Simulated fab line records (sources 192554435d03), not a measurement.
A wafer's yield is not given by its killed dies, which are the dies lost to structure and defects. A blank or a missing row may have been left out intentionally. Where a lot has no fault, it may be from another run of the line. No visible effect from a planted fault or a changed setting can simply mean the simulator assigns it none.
Struck lot and sound lot, side by side -- flow n5Finfet -- 15 out of 1938 route steps
Sound: wafers L887.4, L887.5, L887.6. The struck wafers were L909.4, L909.5. At the end, the cause is stated.
Each step with rows lists, per side, the tool, then ch with its chambers, then its first start. Under that, the readings that differ: sound wafers -- struck wafers -- difference of the means -- sigmas: that difference in standard deviations of wafers without a fault.
alike: readings whose means differ by less than 2 such deviations, and words and numbers that are the same on both sides. not compared: withheld readings, readings that some wafer has no value for, bounds like >300 that may hide the same value, and numbers for which the record gives no deviation and whose values overlap.
Wherever a step has rows on one side only, a row that says differs or no value, or a row with sigmas, the two part there. Non-overlapping numbers with no deviation appear without sigmas and do not part them. A reading missing from all wafers of one side parts the sides only when that side holds two or more wafers.

first, 2 steps without rows for these wafers: N5_DUMMY_GATE_PRECLEAN_46 (cleans in DIW, time 89.5 s); N5_DUMMY_GATE_SRD_47 (dry time 32 s).
N5_DUMMY_GATE_CMP_04: polishes a-Si.
  sound on cmp-04 ch 0,3, day 2 19:08; struck on cmp-04 ch 0,2, day 8 04:22
reading,sound,struck,difference,sigmas
timeToEndpointS (s),17.2 16.0 16.8,10.6 10.7,-6.0,-3
  alike: motorCurrentA
N5_DUMMY_GATE_THK_MEAS_05:
  struck on filmMetro-01, day 8 04:31; sound on filmMetro-01, day 2 19:23
  alike: thkNm
then, 8 steps without rows for these wafers: N5_DUMMY_GATE_HM_DEP_06 (deposits SiNx from DCS/NH3, target thk 80 nm, time 5141 s); N5_DUMMY_GATE_PECVD_30 (deposits SiO2 from TEOS/O2, target thk 55 nm, time 10.8 s); N5_DUMMY_GATE_COAT_34 (time 60 s, resist thk 60 nm); N5_DUMMY_GATE_COAT_35 (time 60 s, resist thk 10 nm); N5_DUMMY_GATE_COAT_28 (time 60 s, resist thk 10 nm); N5_DUMMY_GATE_COAT_09 (resist thk 30 nm); N5_DUMMY_GATE_EBR_11; N5_DUMMY_GATE_SOFTBAKE_10 (time 60 s).
N5_DUMMY_GATE_EXPOSE_12: exposes mask GATE, target cd 25 nm.
  sound on euvScanner-02 ch 0, day 2 23:34; struck on euvScanner-02 ch 0, day 8 08:50
reading,sound,struck,difference,sigmas
exposureDoseMJCm2,34.01 33.97 33.97,33.74 33.76,-0.23,-6
  alike: mask
then, 1 step without rows for these wafers: N5_DUMMY_GATE_PEB_13 (peb time 60 s).
-- here the record skips 6 days between the struck wafers' starts before and after, leaving off in module DUMMY_GATE and picking up in module BEOL_M4 (first step shown: number 1111 of the route) --
N5_BEOL_M4_RC_MEAS_101:
  sound on prober-02 ch 0, day 8 13:20; struck on prober-01 ch 0, day 14 20:24
reading,sound,struck,difference,sigmas
SS_N (mV/dec),70.1 70.7 70.4,71.9 71.2,+1.2,+2
SS_P (mV/dec),72.4 72.5 72.5,73.7 74.1,+1.4,+3
  alike: DIBL_N, DIBL_P, IOFF_N, IOFF_P, ION_N, ION_P, VT_N, VT_P

## WHERE THEY PART
Earliest at N5_DUMMY_GATE_CMP_04; latest, in this record, at N5_BEOL_M4_RC_MEAS_101.

WHY: what had been put in by the simulator
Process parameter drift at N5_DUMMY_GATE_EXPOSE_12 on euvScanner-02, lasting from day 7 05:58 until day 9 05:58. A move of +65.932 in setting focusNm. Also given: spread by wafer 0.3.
